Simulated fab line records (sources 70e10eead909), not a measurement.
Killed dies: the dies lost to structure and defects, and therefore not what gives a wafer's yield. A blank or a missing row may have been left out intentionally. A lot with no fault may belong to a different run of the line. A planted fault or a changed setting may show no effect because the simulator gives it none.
Comparing a struck lot with a sound one || flow nandHarc || 17 out of 1159 route steps
Sound: wafers L144.1, L144.3, L144.5. Struck: wafer L140.2. (L140.3, L140.4 of the same lot were not struck and are left out.) The cause comes at the end.
Each step with rows lists, per side, the tool, then ch with its chambers, then its first start. Under that, the readings that differ: sound wafers || struck wafers || difference of the means || sigmas: that difference in standard deviations of wafers without a fault.
alike: same words and numbers on both sides, and readings whose means sit less than 2 such deviations apart. not compared: any withheld reading, any reading some wafer has no value for, any bound like >300 that may hide the same value, and any number with overlapping values for which the record gives no deviation.
Wherever a step has rows on one side only, a row that says differs or no value, or a row with sigmas, the two part there. When numbers do not overlap yet have no deviation, they are printed without sigmas and do not part them. A reading missing from all wafers of one side parts the sides only when that side holds two or more wafers.

NHARC_P_M0_DESCUM_14: chemistry O2, time 3 s.
  sound on rieDiel-09 ch 0,2,3, day 9 15:25; struck on rieDiel-12 ch 2, day 8 11:06
  alike: drypumpMotorCurrentA, oesProductAu, rfVppV, showerheadPlenumPTorr, throttleValvePct
  not compared: rfHoursCounterH
then, 2 steps without rows for these wafers: NHARC_P_M0_ETCH_34 (etches the open film in N2/H2, target depth 40 nm, overetch 12 nm, time 43.94 s); NHARC_P_M0_ETCH_15 (etches the open film in C4F8/Ar, target depth 150 nm, overetch 15 nm, time 82.5 s).
NHARC_P_M0_CD_MEAS_16:
  struck on cdSem-01, day 8 11:25; sound on cdSem-03, day 9 15:42
  alike: cdNm
NHARC_P_M0_STRIP_18: strips in N2/H2.
  sound on rieDiel-09 ch 1,2,3, day 9 15:47; struck on rieDiel-09 ch 3, day 8 11:30
  alike: drypumpMotorCurrentA, oesProductAu, powerW, rfVppV, showerheadPlenumPTorr, throttleValvePct
  not compared: rfHoursCounterH
then, 1 step without rows for these wafers: NHARC_P_M0_STRIP_19 (strips in post etch residue remover, time 600 s).
NHARC_P_M0_DEGAS_28: time 60 s.
  struck on pvdSputter-02, day 8 12:02; sound on pvdSputter-03, day 9 16:20
  alike: heaterPowerW
NHARC_P_M0_PRE_CLEAN_29: time 30 s.
  sound on pvdSputter-03; struck on pvdSputter-02
  alike: heaterPowerW
then, 1 step without rows for these wafers: NHARC_P_M0_PVD_20 (deposits TaN, target thk 5 nm, time 8.06 s).
NHARC_P_M0_PVD_21: deposits Cu, target thk 30 nm, time 20.49 s.
  sound on pvdSputter-03; struck on pvdSputter-02
  alike: throttleValvePct
then, 2 steps without rows for these wafers: NHARC_P_M0_ECD_22 (material Cu, target thk 400 nm); NHARC_P_M0_ANNEAL_30 (time 90 s).
NHARC_P_M0_CMP_23: polishes, t overpolish 20 s, target thk 117.53 nm.
  sound on cmp-02 ch 0,1,2, day 9 17:30; struck on cmp-04 ch 0, day 8 13:07
{"reading": "timeToEndpointS (s)", "sound": "28.2 32.7 29.5", "struck": 37.1, "difference": "+7.0", "sigmas": "+3"}
  alike: motorCurrentA
next, for these wafers, 1 step has no rows: NHARC_P_M0_SRD_25.
NHARC_P_M0_INSPECT_27:
  struck on defectInspect-01, day 8 13:35; sound on defectInspect-01, day 9 17:58
{"reading": "rawDefectCount", "sound": "308 306 204", "struck": 2497, "difference": "+2224", "sigmas": "+19"}
then, 1 step without rows for these wafers: NHARC_P_M0_PRE_CLEAN_31 (time 12 s).
-- break in the record here, with 14 days between the starts of the struck wafers on either side (left off in module P_M0, picked up again in module END, where the first step shown is number 1159 on the route) --
NHARC_END_SORT_01:
  here the record holds rows for the struck wafers (prober-01 ch 0, day 22 22:50) but none for the sound ones

== WHERE THEY PART ==
At NHARC_P_M0_CMP_23 first; at NHARC_END_SORT_01 last (within this record only).

WHY: what had been put in by the simulator
cmp-04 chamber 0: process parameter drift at NHARC_P_M0_CMP_23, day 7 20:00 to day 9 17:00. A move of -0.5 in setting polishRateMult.
